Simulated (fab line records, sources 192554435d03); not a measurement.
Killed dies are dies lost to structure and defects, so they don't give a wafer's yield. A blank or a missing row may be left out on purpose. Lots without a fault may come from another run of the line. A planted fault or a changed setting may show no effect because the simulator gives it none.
fab line records | flow n5_finfet | part 2 of 2: steps 22 to 33 of 33
record lots=5 wafers=15 last_day=18
route steps=1938 shown PMOS_HMC_CHANNEL_EPI@62 FIN_SAQP@90
lots that met no fault: from a run of the same line without faults
start_h: hours from the record's first day to the start of the lot's first wafer shown | wait_h: hours since the lot's step before | " the same as in the row above | L1.1+2: a row that stands for several wafers | - no value, or no start given | * or withheld: withheld | < > ~ a bound
route shown NAME@n: a module of which the file shows steps, and the number in the route of the first | usual: mean/standard deviation of fault-free wafers | same: alike in all rows | chamber/n: place in a boat | sites: the reading at each site | _std_site: their standard deviation | _edge_site: outer sites' mean less inner sites' | radius_mm: how far each site lies from the wafer's centre | mask NAME#n: copy n | behind: the tool/chamber that last shaped the wafer | hold: why the lot was held/for how many hours/how that ended | device: the transistor (n, p or np) that didn't switch | end of line: the same wafers' tests at the end of the route | a step without rows: its recipe alone | killed: dies lost to structure and defects at the first sort, not the wafer's yield | map: a wafer's dies, x killed, . not, _ none there
set.NAME: the setting as run; set.NAME@STEP: as run at that earlier step | model.NAME: the simulator's own value behind a step, which no gauge read
lots at some steps of the route; a table a step, a row a wafer
services: from which hour (start_h, from the record's first day; less than 0 if before it) a tool's chamber was out of use, for how many hours, and why
## steps
# step N5_PMOS_HMC_CHANNEL_EPI_PRECLEAN_40
# recipe chemistry=DHF time_s=30 temp_c=25 dilution=withheld
# columns lot.wafer tool chamber start_h wait_h
L074.3+4+6 wet_bench-03 4,5,3 20.00 0.0
L079.2+3+6 wet_bench-03 7,0,2 50.37 0.0
L087.1+2+5 wet_bench-06 5,7,2 97.69 0.0
L088.1+2+3 wet_bench-03 5,2,6 110.34 0.0
L092.1+3+5 wet_bench-03 3,1,2 128.07 0.0
# step N5_PMOS_HMC_CHANNEL_EPI_PRECLEAN_37
# recipe chemistry=O3/DIW time_s=45 temp_c=22 o3_ppm=10
# usual o3_ppm=10.00/0.097
# columns lot.wafer tool chamber start_h wait_h o3_ppm
L074.3 wet_bench-03 4 20.02 0.0 10.06
L074.4 " 5 " " 10.04
L074.6 " 3 " " 9.90
L079.2 wet_bench-03 7 50.38 0.0 9.92
L079.3 " 0 " " 9.82
L079.6 " 2 " " 9.89
L087.1 wet_bench-06 5 97.70 0.0 9.96
L087.2 " 7 " " 9.88
L087.5 " 2 " " 10.08
L088.1 wet_bench-03 5 110.36 0.0 10.03
L088.2 " 2 " " 9.90
L088.3 " 6 " " 10.01
L092.1 wet_bench-03 3 128.08 0.0 10.04
L092.3 " 1 " " 10.00
L092.5 " 2 " " 10.17
# step N5_PMOS_HMC_CHANNEL_EPI_PRECLEAN_24
# recipe chemistry=DHF time_s=30 temp_c=25 dilution=withheld
# columns lot.wafer tool chamber start_h wait_h
L074.3+4+6 wet_bench-03 4,5,3 20.05 0.0
L079.2+3+6 wet_bench-03 7,0,2 50.40 0.0
L087.1+2+5 wet_bench-06 5,7,2 97.72 0.0
L088.1+2+3 wet_bench-03 5,2,6 110.37 0.0
L092.1+3+5 wet_bench-03 3,1,2 128.10 0.0
# step N5_PMOS_HMC_CHANNEL_EPI_SRD_25
# recipe dry=ipa_marangoni do_ppb=5 time_s=30 temp_c=23 rinse_liquid=diw
# columns lot.wafer tool chamber start_h wait_h
L074.3+4+6 wet_bench-03 4,5,3 20.06 0.0
L079.2+3+6 wet_bench-03 7,0,2 50.41 0.0
L087.1+2+5 wet_bench-06 5,7,2 97.73 0.0
L088.1+2+3 wet_bench-03 5,2,6 110.38 0.0
L092.1+3+5 wet_bench-03 3,1,2 128.10 0.0
# step N5_PMOS_HMC_CHANNEL_EPI_EPI_26
# recipe material=Si target_thk_a=38 temp_c=650 precursor=SiH4/H2 pressure_torr=20 time_s=22.7
# usual lamp_inner_pct=13.9/0.56 throttle_valve_pct=11.1/0.5
# columns lot.wafer tool chamber start_h wait_h lamp_inner_pct throttle_valve_pct
L074.3 epi_rpcvd-02 0 20.26 0.2 13.1 10.4
L074.4 " 0 " " 13.3 10.0
L074.6 " 0 " " 13.2 10.2
L079.2 epi_rpcvd-03 0 50.51 0.1 14.4 11.6
L079.3 " 0 " " 14.4 11.4
L079.6 " 0 " " 14.3 11.6
L087.1 epi_rpcvd-01 0 97.77 0.0 14.2 11.1
L087.2 " 0 " " 14.2 11.3
L087.5 " 0 " " 14.1 11.5
L088.1 epi_rpcvd-01 0 110.43 0.0 14.2 11.5
L088.2 " 0 " " 14.3 11.5
L088.3 " 0 " " 14.0 11.4
L092.1 epi_rpcvd-01 0 128.15 0.0 14.3 11.3
L092.3 " 0 " " 14.2 11.7
L092.5 " 0 " " 14.3 11.2
# step N5_PMOS_HMC_CHANNEL_EPI_INSPECT_30
# recipe inspect_instrument=darkfield mode=post_epi
# usual raw_defect_count=20/6.6
# columns lot.wafer tool chamber start_h wait_h raw_defect_count
L074.3 defect_inspect-02 - 20.60 0.0 23
L074.4 " - " " 18
L074.6 " - " " 17
L079.2 defect_inspect-01 - 50.83 0.0 17
L079.3 " - " " 12
L079.6 " - " " 18
L087.1 defect_inspect-02 - 98.14 0.0 26
L087.2 " - " " 17
L087.5 " - " " 11
L088.1 defect_inspect-02 - 110.80 0.0 24
L088.2 " - " " 19
L088.3 " - " " 33
L092.1 defect_inspect-02 - 128.52 0.0 32
L092.3 " - " " 16
L092.5 " - " " 21
# step N5_FIN_SAQP_PRECLEAN_42
# recipe chemistry=O3/DIW time_s=60 temp_c=22 o3_ppm=10
# usual o3_ppm=10.00/0.097
# columns lot.wafer tool chamber start_h wait_h o3_ppm
L074.3 wet_bench-05 7 20.63 0.0 10.04
L074.4 " 3 " " 10.14
L074.6 " 1 " " 10.00
L079.2 wet_bench-01 6 50.85 0.0 10.02
L079.3 " 5 " " 9.98
L079.6 " 1 " " 10.00
L087.1 wet_bench-05 4 98.17 0.0 9.85
L087.2 " 6 " " 10.02
L087.5 " 7 " " 9.90
L088.1 wet_bench-05 0 110.83 0.0 10.08
L088.2 " 5 " " 10.14
L088.3 " 2 " " 9.99
L092.1 wet_bench-02 7 128.55 0.0 10.16
L092.3 " 5 " " 10.09
L092.5 " 4 " " 9.97
# step N5_FIN_SAQP_PRECLEAN_00
# recipe chemistry=SC1 time_s=60 temp_c=55 mix=1:2:50
# columns lot.wafer tool chamber start_h wait_h
L074.3+4+6 wet_bench-05 7,3,1 20.65 0.0
L079.2+3+6 wet_bench-01 6,5,1 50.87 0.0
L087.1+2+5 wet_bench-05 4,6,7 98.19 0.0
L088.1+2+3 wet_bench-05 0,5,2 110.85 0.0
L092.1+3+5 wet_bench-02 7,5,4 128.57 0.0
# step N5_FIN_SAQP_PRECLEAN_44
# recipe chemistry=SC2 time_s=45 temp_c=35 mix=1:1:50
# columns lot.wafer tool chamber start_h wait_h
L074.3+4+6 wet_bench-05 7,3,1 20.66 0.0
L079.2+3+6 wet_bench-01 6,5,1 50.89 0.0
L087.1+2+5 wet_bench-05 4,6,7 98.21 0.0
L088.1+2+3 wet_bench-05 0,5,2 110.86 0.0
L092.1+3+5 wet_bench-02 7,5,4 128.59 0.0
# step N5_FIN_SAQP_SRD_01
# recipe dry=ipa_marangoni time_s=30 temp_c=23 rinse_liquid=diw
# columns lot.wafer tool chamber start_h wait_h
L074.3+4+6 wet_bench-05 7,3,1 20.67 0.0
L079.2+3+6 wet_bench-01 6,5,1 50.90 0.0
L087.1+2+5 wet_bench-05 4,6,7 98.22 0.0
L088.1+2+3 wet_bench-05 0,5,2 110.88 0.0
L092.1+3+5 wet_bench-02 7,5,4 128.60 0.0
# step N5_FIN_SAQP_ALD_61
# recipe material=SiO2 target_thk_a=40 temp_c=300 ald_precursor_family=BDEAS ald_co_reactant=O2-plasma pulse_time_s=1 purge_time_s=2 co_reactant_purge_time_s=2 ald_cycles=43 pressure_torr=2
# usual heater_power_w=480/41 precursor_pulse_height_rel=1.000/0.021
# same co_reactant_purge_time_s=2
# columns lot.wafer tool chamber start_h wait_h heater_power_w precursor_pulse_height_rel
L074.3 ald_sin-03 1 20.72 0.0 455 1.017
L074.4 " 2 " " 490 1.011
L074.6 " 1 " " 457 0.998
L079.2 ald_sin-03 1 51.22 0.3 457 1.034
L079.3 " 3 " " 503 1.018
L079.6 " 1 " " 459 0.996
L087.1 ald_sin-04 0 98.27 0.0 512 0.998
L087.2 " 2 " " 420 0.986
L087.5 " 0 " " 499 0.990
L088.1 ald_sin-01 2 110.92 0.0 503 1.028
L088.2 " 1 " " 481 0.971
L088.3 " 3 " " 407 1.009
L092.1 ald_sin-03 3 128.65 0.0 507 1.013
L092.3 " 1 " " 460 0.973
L092.5 " 0 " " 470 0.966
# step N5_FIN_SAQP_DENSIFY_62
# recipe temp_c=700 time_s=60 ambient=N2 idle_temp_c=600 ramp_up_c_per_s=150 ramp_down_c_per_s=60 cool_to_c=600
# usual lamp_power_pct=9.84/0.055 lamp_zone_1_pct=9.845/0.01 wafer_temp_C_max=703.3/0.62
# columns lot.wafer tool chamber start_h wait_h lamp_power_pct lamp_zone_1_pct wafer_temp_C_max
L074.3 rtp_anneal-01 0 20.98 0.2 9.93 9.842 704.0
L074.4 " 0 " " 9.78 9.856 704.1
L074.6 " 0 " " 9.85 9.849 703.8
L079.2 rtp_anneal-01 0 51.45 0.1 9.89 9.850 703.4
L079.3 " 0 " " 9.82 9.830 702.6
L079.6 " 0 " " 9.82 9.849 702.2
L087.1 rtp_anneal-01 0 98.70 0.3 9.89 9.837 703.6
L087.2 " 0 " " 9.83 9.845 702.9
L087.5 " 0 " " 9.87 9.843 703.6
L088.1 rtp_anneal-01 0 111.13 0.1 9.73 9.841 704.7
L088.2 " 0 " " 9.83 9.834 702.6
L088.3 " 0 " " 9.84 9.864 703.9
L092.1 rtp_anneal-01 0 128.85 0.1 10.01 9.846 703.9
L092.3 " 0 " " 9.98 9.833 704.9
L092.5 " 0 " " 9.81 9.851 703.3
## services
# columns tool chamber start_h hours kind
arfi_scanner-01 - -5.89 3.8 repair
epi_rpcvd-02 - -3.25 1.4 repair
epi_rpcvd-01 - -1.21 0.7 repair
arfi_scanner-03 - 1.68 1.0 pm
rie_diel-04 2 4.74 1.9 repair
arfi_scanner-01 - 7.15 1.0 pm
arfi_scanner-01 - 14.84 4.9 pm
arfi_scanner-03 - 15.98 1.5 repair
arfi_scanner-01 - 21.52 3.6 repair
arfi_scanner-03 - 22.98 6.6 repair
epi_rpcvd-02 - 39.73 1.7 repair
rie_diel-04 1 41.38 19.2 repair
ald_sin-03 0 47.26 11.7 repair
epi_rpcvd-02 - 49.58 1.7 repair
wet_bench-03 - 50.58 2.1 repair
rie_si-04 2 62.42 6.7 repair
rie_si-04 0 62.45 3.8 repair
rie_diel-04 - 65.40 0.4 repair
rie_diel-04 - 67.56 0.6 repair
rie_diel-01 - 69.78 2.8 pm
rie_diel-02 1 84.66 13.2 repair
ald_sin-03 - 85.25 14.0 pm
cmp-02 - 115.37 5.6 pm
cmp-02 - 121.00 1.9 repair
